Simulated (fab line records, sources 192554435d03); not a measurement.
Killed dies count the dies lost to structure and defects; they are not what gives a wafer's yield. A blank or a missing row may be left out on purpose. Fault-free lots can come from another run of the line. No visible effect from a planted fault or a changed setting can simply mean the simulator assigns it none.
Matching of chambers + flow n5Finfet + 4 sister chambers for N5_BEOL_M1_VIA_ETCH_34 on rieDiel-01
The step etches the open film in C4F6/O2, target depth 67.8 nm, time 64.4 s. 4 wafers are shown with their chamber, then 12 later ones without.

== EACH WAFER AND ITS CHAMBER ==
| wafer  | chamber | drypumpMotorCurrentA (A) |
|--------|---------|--------------------------|
| L091.4 | 3       | 5.4                      |
| L091.5 | 1       | 5.9                      |
| L092.3 | 2       | 5.5                      |
| L092.5 | 0       | 5.1                      |

== WAFERS WITH NO CHAMBER GIVEN ==
| wafer  | drypumpMotorCurrentA (A) |
|--------|--------------------------|
| L093.1 | 5.4                      |
| L093.3 | 5.1                      |
| L093.6 | 5.4                      |
| L094.2 | 5.1                      |
| L094.3 | 5.5                      |
| L094.5 | 5.1                      |
| L097.1 | 6.0                      |
| L097.2 | 5.4                      |
| L097.3 | 5.5                      |
| L096.3 | 5.1                      |
| L096.4 | 5.5                      |
| L096.5 | 6.0                      |

== THE CHAMBER EACH PASSED THROUGH ==
| wafer  | from the rows above | in truth |
|--------|---------------------|----------|
| L093.1 | 3                   | 3        |
| L093.3 | 0                   | 0        |
| L093.6 | 3                   | 3        |
| L094.2 | 0                   | 0        |
| L094.3 | 2                   | 2        |
| L094.5 | 0                   | 0        |
| L097.1 | 1                   | 1        |
| L097.2 | 3                   | 3        |
| L097.3 | 2                   | 2        |
| L096.3 | 0                   | 0        |
| L096.4 | 2                   | 2        |
| L096.5 | 1                   | 1        |
12 of 12 placed correctly. Number that these rows cannot place: 0. Number placed wrongly: 0.
How it was worked out, from the rows above alone: a wafer's distance from a chamber is the root of the sum, over the readings, of the square of ((its reading less the chamber's mean) divided by the reading's scatter). If the next closest chamber is less than 2 further off than the closest, the wafer can't be placed; otherwise it belongs to the closest. Each chamber's mean is taken over the wafers shown for it. The scatter (one wafer shown for each chamber): square how far every hidden wafer sits from the nearest shown wafer, average those squares and take the square root.
